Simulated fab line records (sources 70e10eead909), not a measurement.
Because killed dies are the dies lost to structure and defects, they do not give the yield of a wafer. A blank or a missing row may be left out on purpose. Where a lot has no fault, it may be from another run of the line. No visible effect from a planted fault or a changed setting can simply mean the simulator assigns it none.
fab line records | flow nand-harc
[record] lots = 6 | wafers = 18 | last-day = 24
route steps=1159 shown A_ONON_D1@426 END@1159
lots that met no fault: from a run of the same line without faults
start-h: hours from the record's first day to the start of the lot's first wafer shown | wait-h: hours since the lot's step before | " the same as in the row above | L1.1+2: a row that stands for several wafers | - either no value or no given start | * or withheld: withheld | < > ~ a bound
route shown NAME@n: names a module that has steps shown in the file, with the first one's number in the route | usual: average and standard deviation across the fault-free wafers | same: alike in all rows | chamber/n: place in a boat | sites: each site's reading | _std_site: standard deviation of those values | _edge_site: inner sites' mean taken away from outer sites' mean | radius-mm: how far each site lies from the wafer's centre | mask NAME#n: copy n | behind: the last tool/chamber to shape the wafer | hold: the reason the lot was held/the length of the hold in hours/how it ended | device: names the non-switching transistor (n, p or np) | end of line: at the end of the route, the tests of the same wafers | where a step has no rows: the recipe by itself | killed: count of dies lost to structure and defects at first sort (not the wafer's yield) | map: a wafer's dies, marking killed ones x, the rest . and places with no die _
set.NAME: the setting that was run; set.NAME@STEP: the one run at that earlier step | model.NAME: the simulator's own value behind a step, which no gauge read
a table for each step, a row for each wafer; lots at some steps of the route
services: a tool's chamber out of use, with start hour (start-h, from the record's first day; less than 0 if before it), hours out, and reason
[[steps]]
[step NHARC_A_ONON_D1_DEP_03]
[recipe] target-thk-a = 10000 | n2-flow-sccm = 2750 | n2o-flow-sccm = 2000 | nh3-flow-sccm = 500 | sih4-flow-sccm = 210 | temp-c = 400
[step NHARC_A_ONON_D1_THK_MEAS_05]
[recipe] thk-meas-gauge = ellipsometry
[usual] thk-nm = 999/9.8
lot.wafer | tool          | chamber | start-h | wait-h | thk-nm
L325.1    | film-metro-02 | -       | 192.07  | -      | 994
L325.3    | "             | -       | "       | "      | 995
L325.4    | "             | -       | "       | "      | 994
L328.2    | film-metro-02 | -       | 206.10  | -      | 1006
L328.3    | "             | -       | "       | "      | 1006
L328.4    | "             | -       | "       | "      | 1007
L331.1    | film-metro-01 | -       | 237.00  | -      | 1003
L331.2    | "             | -       | "       | "      | 1004
L331.3    | "             | -       | "       | "      | 1007
L334.1    | film-metro-02 | -       | 237.05  | -      | 985
L334.2    | "             | -       | "       | "      | 986
L334.4    | "             | -       | "       | "      | 982
L333.2    | film-metro-02 | -       | 253.69  | -      | 995
L333.3    | "             | -       | "       | "      | 994
L333.5    | "             | -       | "       | "      | 992
L338.1    | film-metro-01 | -       | 272.23  | -      | 1011
L338.3    | "             | -       | "       | "      | 1009
L338.4    | "             | -       | "       | "      | 1010
[step NHARC_A_ONON_D1_DEP_06]
[recipe] target-thk-a = 10000 | n2-flow-sccm = 2750 | n2o-flow-sccm = 2000 | nh3-flow-sccm = 500 | sih4-flow-sccm = 210 | temp-c = 400
[step NHARC_A_ONON_D1_THK_MEAS_08]
[recipe] thk-meas-gauge = ellipsometry
[usual] thk-nm = 1002/9.8
lot.wafer | tool          | chamber | start-h | wait-h | thk-nm
L325.1    | film-metro-02 | -       | 192.64  | -      | 1017
L325.3    | "             | -       | "       | "      | 1016
L325.4    | "             | -       | "       | "      | 1016
L328.2    | film-metro-01 | -       | 206.67  | -      | 995
L328.3    | "             | -       | "       | "      | 995
L328.4    | "             | -       | "       | "      | 994
L331.1    | film-metro-01 | -       | 237.56  | -      | 1006
L331.2    | "             | -       | "       | "      | 1006
L331.3    | "             | -       | "       | "      | 1007
L334.1    | film-metro-02 | -       | 237.90  | -      | 1004
L334.2    | "             | -       | "       | "      | 1003
L334.4    | "             | -       | "       | "      | 1004
L333.2    | film-metro-01 | -       | 254.26  | -      | 994
L333.3    | "             | -       | "       | "      | 993
L333.5    | "             | -       | "       | "      | 995
L338.1    | film-metro-02 | -       | 272.80  | -      | 991
L338.3    | "             | -       | "       | "      | 991
L338.4    | "             | -       | "       | "      | 990
[step NHARC_A_ONON_D1_DEP_09]
[recipe] target-thk-a = 10000 | n2-flow-sccm = 2750 | n2o-flow-sccm = 2000 | nh3-flow-sccm = 500 | sih4-flow-sccm = 210 | temp-c = 400
[step NHARC_A_ONON_D1_THK_MEAS_11]
[recipe] thk-meas-gauge = ellipsometry
[usual] thk-nm = 1001/10
lot.wafer | tool          | chamber | start-h | wait-h | thk-nm
L325.1    | film-metro-01 | -       | 193.23  | -      | 988
L325.3    | "             | -       | "       | "      | 988
L325.4    | "             | -       | "       | "      | 990
L328.2    | film-metro-02 | -       | 207.24  | -      | 1008
L328.3    | "             | -       | "       | "      | 1009
L328.4    | "             | -       | "       | "      | 1007
L331.1    | film-metro-01 | -       | 238.25  | -      | 993
L331.2    | "             | -       | "       | "      | 992
L331.3    | "             | -       | "       | "      | 993
L334.1    | film-metro-01 | -       | 238.47  | -      | 991
L334.2    | "             | -       | "       | "      | 989
L334.4    | "             | -       | "       | "      | 991
L333.2    | film-metro-02 | -       | 254.83  | -      | 1010
L333.3    | "             | -       | "       | "      | 1007
L333.5    | "             | -       | "       | "      | 1008
L338.1    | film-metro-01 | -       | 273.37  | -      | 999
L338.3    | "             | -       | "       | "      | 1000
L338.4    | "             | -       | "       | "      | 1000
[step NHARC_A_ONON_D1_DEP_12]
[recipe] target-thk-a = 10000 | n2-flow-sccm = 2750 | n2o-flow-sccm = 2000 | nh3-flow-sccm = 500 | sih4-flow-sccm = 210 | temp-c = 400
[step NHARC_A_ONON_D1_THK_MEAS_14]
[recipe] thk-meas-gauge = ellipsometry
[usual] thk-nm = 998/8
lot.wafer | tool          | chamber | start-h | wait-h | thk-nm
L325.1    | film-metro-02 | -       | 193.80  | -      | 992
L325.3    | "             | -       | "       | "      | 992
L325.4    | "             | -       | "       | "      | 992
L328.2    | film-metro-02 | -       | 207.81  | -      | 1009
L328.3    | "             | -       | "       | "      | 1009
L328.4    | "             | -       | "       | "      | 1010
L331.1    | film-metro-01 | -       | 238.83  | -      | 999
L331.2    | "             | -       | "       | "      | 998
L331.3    | "             | -       | "       | "      | 999
L334.1    | film-metro-01 | -       | 239.03  | -      | 998
L334.2    | "             | -       | "       | "      | 999
L334.4    | "             | -       | "       | "      | 997
L333.2    | film-metro-01 | -       | 255.40  | -      | 991
L333.3    | "             | -       | "       | "      | 990
L333.5    | "             | -       | "       | "      | 989
L338.1    | film-metro-02 | -       | 273.94  | -      | 998
L338.3    | "             | -       | "       | "      | 1001
L338.4    | "             | -       | "       | "      | 1001
[step NHARC_A_ONON_D1_ANNEAL_15]
[recipe] temp-c = 750 | time-s = 3600
[step NHARC_A_ONON_D1_DEP_16]
[recipe] target-thk-a = 10000 | n2-flow-sccm = 2750 | n2o-flow-sccm = 2000 | nh3-flow-sccm = 500 | sih4-flow-sccm = 210 | temp-c = 400
[step NHARC_A_ONON_D1_THK_MEAS_18]
[recipe] thk-meas-gauge = ellipsometry
[usual] thk-nm = 1005/7.8
lot.wafer | tool          | chamber | start-h | wait-h | thk-nm
L325.1    | film-metro-01 | -       | 200.88  | -      | 995
L325.3    | "             | -       | "       | "      | 995
L325.4    | "             | -       | "       | "      | 995
L328.2    | film-metro-02 | -       | 215.70  | -      | 990
L328.3    | "             | -       | "       | "      | 994
L328.4    | "             | -       | "       | "      | 993
L331.1    | film-metro-02 | -       | 245.77  | -      | 1020
L331.2    | "             | -       | "       | "      | 1020
L331.3    | "             | -       | "       | "      | 1020
L334.1    | film-metro-01 | -       | 246.11  | -      | 997
L334.2    | "             | -       | "       | "      | 998
L334.4    | "             | -       | "       | "      | 999
L333.2    | film-metro-01 | -       | 265.23  | -      | 1004
L333.3    | "             | -       | "       | "      | 1004
L333.5    | "             | -       | "       | "      | 1001
L338.1    | film-metro-01 | -       | 282.84  | -      | 990
L338.3    | "             | -       | "       | "      | 988
L338.4    | "             | -       | "       | "      | 989
[step NHARC_A_ONON_D1_DEP_19]
[recipe] target-thk-a = 10000 | n2-flow-sccm = 2750 | n2o-flow-sccm = 2000 | nh3-flow-sccm = 500 | sih4-flow-sccm = 210 | temp-c = 400
[usual] n2o-flow-sccm = 2000/6.5
lot.wafer | tool          | chamber | start-h | wait-h | n2o-flow-sccm
L325.1    | pecvd-onon-02 | 0       | 200.93  | 0.1    | 2001
L325.3    | "             | 0       | "       | "      | 1993
L325.4    | "             | 0       | "       | "      | 2002
L328.2    | pecvd-onon-01 | 0       | 215.82  | 0.1    | 2014
L328.3    | "             | 0       | "       | "      | 2000
L328.4    | "             | 0       | "       | "      | 2001
L331.1    | pecvd-onon-02 | 0       | 245.82  | 0.1    | 2000
L331.2    | "             | 0       | "       | "      | 2004
L331.3    | "             | 0       | "       | "      | 2004
L334.1    | pecvd-onon-02 | 0       | 246.17  | 0.1    | 2003
L334.2    | "             | 0       | "       | "      | 2001
L334.4    | "             | 0       | "       | "      | 2010
L333.2    | pecvd-onon-04 | 0       | 265.35  | 0.1    | 2003
L333.3    | "             | 0       | "       | "      | 1993
L333.5    | "             | 0       | "       | "      | 2002
L338.1    | pecvd-onon-04 | 0       | 282.90  | 0.1    | 2001
L338.3    | "             | 0       | "       | "      | 2005
L338.4    | "             | 0       | "       | "      | 2001
[step NHARC_A_ONON_D1_THK_MEAS_21]
[recipe] thk-meas-gauge = ellipsometry
[usual] thk-nm = 1001/8.4
lot.wafer | tool          | chamber | start-h | wait-h | thk-nm
L325.1    | film-metro-01 | -       | 201.44  | -      | 1002
L325.3    | "             | -       | "       | "      | 1001
L325.4    | "             | -       | "       | "      | 1001
L328.2    | film-metro-02 | -       | 216.27  | -      | 991
L328.3    | "             | -       | "       | "      | 991
L328.4    | "             | -       | "       | "      | 991
L331.1    | film-metro-01 | -       | 246.33  | -      | 1569
L331.2    | "             | -       | "       | "      | 1567
L331.3    | "             | -       | "       | "      | 1566
L334.1    | film-metro-01 | -       | 246.68  | -      | 1577
L334.2    | "             | -       | "       | "      | 1576
L334.4    | "             | -       | "       | "      | 1578
L333.2    | film-metro-01 | -       | 265.80  | -      | 1008
L333.3    | "             | -       | "       | "      | 1009
L333.5    | "             | -       | "       | "      | 1008
L338.1    | film-metro-01 | -       | 283.41  | -      | 1012
L338.3    | "             | -       | "       | "      | 1011
L338.4    | "             | -       | "       | "      | 1013
[step NHARC_A_ONON_D1_DEP_22]
[recipe] target-thk-a = 10000 | n2-flow-sccm = 2750 | n2o-flow-sccm = 2000 | nh3-flow-sccm = 500 | sih4-flow-sccm = 210 | temp-c = 400
[step NHARC_END_SORT_01]
[recipe] temp-c = 25
[usual] killed-at-array = 26/8.6 | killed-at-other = 0.7/0.97 | killed-at-periphery = 3.2/2.2 | killed-dies = 30/8.9 | killed-open = 3.1/1.8 | killed-short = 2.2/1.8
[same] gross-dies = 677
lot.wafer | tool      | chamber | start-h | wait-h | killed-at-array | killed-at-other | killed-at-periphery | killed-dies | killed-open | killed-short
L334.1    | prober-02 | 0       | 512.18  | 2.5    | 674             | 0               | 3                   | 677         | 2           | 2
L334.2    | prober-02 | 0       | 512.97  | 2.8    | 676             | 0               | 1                   | 677         | 4           | 0
L334.4    | prober-02 | 0       | 514.55  | 3.4    | 676             | 1               | 0                   | 677         | 5           | 0
L333.3    | prober-02 | 0       | 534.32  | 3.1    | 33              | 0               | 3                   | 36          | 4           | 2
// killed by level:class
L334.1 A_ONON_D1:area-dep=638 A_CHANNEL_HOLE_D1:chamber-film-flake=17 A_SLIT:chamber-film-flake=10 A_CONTACT:chamber-film-flake=4 P_CONTACT:geometric-particle:open=1 P_M0:geometric-particle:short=1 A_CHANNEL_HOLE_D1:geometric-particle:short=1 A_CONTACT:geometric-particle:open=1
L334.2 A_ONON_D1:area-dep=625 A_CHANNEL_HOLE_D1:chamber-film-flake=21 A_SLIT:chamber-film-flake=20 A_M0:geometric-particle:open=2 A_STAIRCASE:chamber-film-flake=2 A_CONTACT:chamber-film-flake=2 P_CONTACT:geometric-particle:open=1 A_CHANNEL_HOLE_D1:geometric-particle:open=1
L334.4 A_ONON_D1:area-dep=639 A_CHANNEL_HOLE_D1:chamber-film-flake=17 A_SLIT:chamber-film-flake=10 A_WL_FILL:geometric-particle:open=4 A_STAIRCASE:chamber-film-flake=2 A_CONTACT:chamber-film-flake=2 A_CONTACT:geometric-particle:open=1 A_WL_FILL:chamber-film-flake=1
L333.3 A_SLIT:chamber-film-flake=17 A_CHANNEL_HOLE_D1:chamber-film-flake=8 A_CONTACT:chamber-film-flake=2 P_CONTACT:geometric-particle:short=1 A_STAIRCASE:geometric-particle:open=1 A_SGD_CUT:geometric-particle:short=1 A_SGD_CUT:geometric-particle:open=1 A_WL_FILL:geometric-particle:open=1
// map L334.1 (x killed, . not)
____________x____________
_________xxxxxxx_________
_______xxxxxxxxxxx_______
______xxxxxxxxxxxxx______
_____xxxxxxxxxxxxxxx_____
____xxxxxxxxxxxxxxxxx____
____xxxxxxxxxxxxxxxxx____
___xxxxxxxxxxxxxxxxxxx___
___xxxxxxxxxxxxxxxxxxx___
__xxxxxxxxxxxxxxxxxxxxx__
__xxxxxxxxxxxxxxxxxxxxx__
_xxxxxxxxxxxxxxxxxxxxxxx_
_xxxxxxxxxxxxxxxxxxxxxxx_
_xxxxxxxxxxxxxxxxxxxxxxx_
_xxxxxxxxxxxxxxxxxxxxxxx_
_xxxxxxxxxxxxxxxxxxxxxxx_
xxxxxxxxxxxxxxxxxxxxxxxxx
xxxxxxxxxxxxxxxxxxxxxxxxx
xxxxxxxxxxxxxxxxxxxxxxxxx
xxxxxxxxxxxxxxxxxxxxxxxxx
xxxxxxxxxxxxxxxxxxxxxxxxx
_xxxxxxxxxxxxxxxxxxxxxxx_
_xxxxxxxxxxxxxxxxxxxxxxx_
_xxxxxxxxxxxxxxxxxxxxxxx_
_xxxxxxxxxxxxxxxxxxxxxxx_
_xxxxxxxxxxxxxxxxxxxxxxx_
__xxxxxxxxxxxxxxxxxxxxx__
__xxxxxxxxxxxxxxxxxxxxx__
___xxxxxxxxxxxxxxxxxxx___
___xxxxxxxxxxxxxxxxxxx___
____xxxxxxxxxxxxxxxxx____
____xxxxxxxxxxxxxxxxx____
_____xxxxxxxxxxxxxxx_____
______xxxxxxxxxxxxx______
_______xxxxxxxxxxx_______
_________xxxxxxx_________
____________x____________
// map L325.1 (x killed, . not)
____________.____________
_________....x.._________
_______..........._______
______.............______
_____..............._____
____....x..x.........____
____.................____
___...................___
___........x........x.___
__.....................__
__....x....x.....x.....__
_......................._
_......................._
_................x......_
_......................._
_......................._
.........................
.........................
.........................
.........................
.........................
_......................._
_......................._
_......................._
_............x.......x.._
_......................._
__...x.................__
__...................x.__
___...................___
___...................___
____...x.............____
____.................____
_____.......x......._____
______.........x...______
_______.....x....._______
_________......._________
____________.____________
[[services]]
tool          | chamber | start-h | hours | kind
pecvd-onon-01 | -       | 195.00  | 13.0  | pm
pecvd-onon-04 | -       | 237.00  | 13.0  | pm
[[key]]
[first-sign] step = NHARC_A_ONON_D1_THK_MEAS_21 | reading = thk-nm | direction = up | sigmas = 68 | usual = 1001 | struck = 1572
[effect] step = NHARC_END_SORT_01 | reading = killed-at-array | direction = up | sigmas = 75 | usual = 26 | struck = 675
[more-kills-born-at] NHARC_A_ONON_D1_DEP_19@pecvd-onon-02 = 1902
met-at NHARC_A_ONON_D1_DEP_19
struck-wafers L331.1,L331.2,L331.3,L334.1,L334.2,L334.4
rows-end L331.1,L331.2,L331.3
later-rows-left-out L334.1,L334.2,L334.4
tester-left-out L334
[fault] kind = process-parameter-drift | tool = pecvd-onon-02 | chamber = - | onset-h = 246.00 | steps = NHARC_A_ONON_D1_DEP_19 | channel = target-thk-a | offset = * | shape = step | acts-in = * | stated = *
// tester-left-out: of these lots the tester's yield and bins aren't shown, on N5 and GAA mostly nor the transistor test; their killed dies are dies lost to structure and defects alone, not to doping, threshold or leakage, so they don't give the yield
// later-rows-left-out: the simulator's readings of these wafers behind a module that went badly wrong aren't trusted and aren't shown, but for the sort
// rows-end: these wafers met a further fault down the route, and their rows from its step on are left out
